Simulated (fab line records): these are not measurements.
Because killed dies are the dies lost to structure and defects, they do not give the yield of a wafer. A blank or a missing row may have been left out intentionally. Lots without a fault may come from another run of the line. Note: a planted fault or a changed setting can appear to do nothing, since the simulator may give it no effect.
One fault through the eyes of 2 desks ; flow nand harc ; numbers are kept per desk, each desk with only its own; the story behind them comes last

== FROM THE METROLOGY DESK ==
What the gauges read, lot by lot, whatever tool the lot ran on: means of the sampled wafers that have a number. Marked OUT: a lot whose mean sits more than 4 standard deviations from the usual mean, which makes it out of limits; the brackets give that distance.
Columns: A = thk nm at NHARC_A_SOURCE_PLATE_THK_MEAS_09, usual 9.7 nm
lot;first seen here;A
L908;day 7 08:29;9.7
L909;day 7 08:29;9.6
L917;day 10 18:58;9.9
L921;day 12 18:38;9.6
L923;day 13 07:34;10.0
L924;day 13 21:04;10.2
L925;day 14 00:50;9.9
L927;day 15 06:16;10.0
L928;day 15 10:50;10.3
L929;day 15 18:47;9.4
L930;day 16 13:56;9.9
L931;day 16 13:56;8.7
This desk found nothing out of limits on any of the 12 lots.

== THE DEFECT DESK ==
Lot by lot, what the route's inspections counted, given as the mean of those sampled wafers with a number. Marked OUT: a lot whose mean sits more than 4 standard deviations from the usual mean, which makes it out of limits; the brackets give that distance.
Columns: A = raw defect count at NHARC_A_SOURCE_PLATE_INSPECT_08, usual 53
lot;first seen here;A
L909;day 7 21:02;63
L908;day 7 21:02;32
L917;day 11 07:58;183 (+6.2) OUT
L921;day 13 11:13;53
L923;day 13 21:13;42
L924;day 14 10:36;53
L925;day 14 13:50;75
L927;day 15 21:40;39
L928;day 15 21:40;56
L929;day 16 07:54;41
L930;day 17 02:59;71
L931;day 17 02:59;60
Finding of this desk: L917 out of limits; the first was L917 at day 11 07:58, on raw defect count at NHARC_A_SOURCE_PLATE_INSPECT_08. Within limits: L909, L908, L921, L923, L924, L925, L927, L928, L929, L930, L931.

== TAKEN TOGETHER ==
The defect desk could have raised an alarm at day 11 07:58, on L917.
At the metrology desk, nothing out of limits was observed.
The metrology desk holds a record of L917, inside its limits.
The lots listed all ran NHARC_A_SOURCE_PLATE_PRECLEAN_00 on wet bench-05.

== WHAT HAD BEEN PUT IN BY THE SIMULATOR ==
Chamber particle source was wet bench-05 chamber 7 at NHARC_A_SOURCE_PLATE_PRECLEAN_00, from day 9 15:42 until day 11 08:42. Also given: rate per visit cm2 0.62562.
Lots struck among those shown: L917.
Hours from the fault's start to each desk's first reading out of limits: the defect desk, 40.
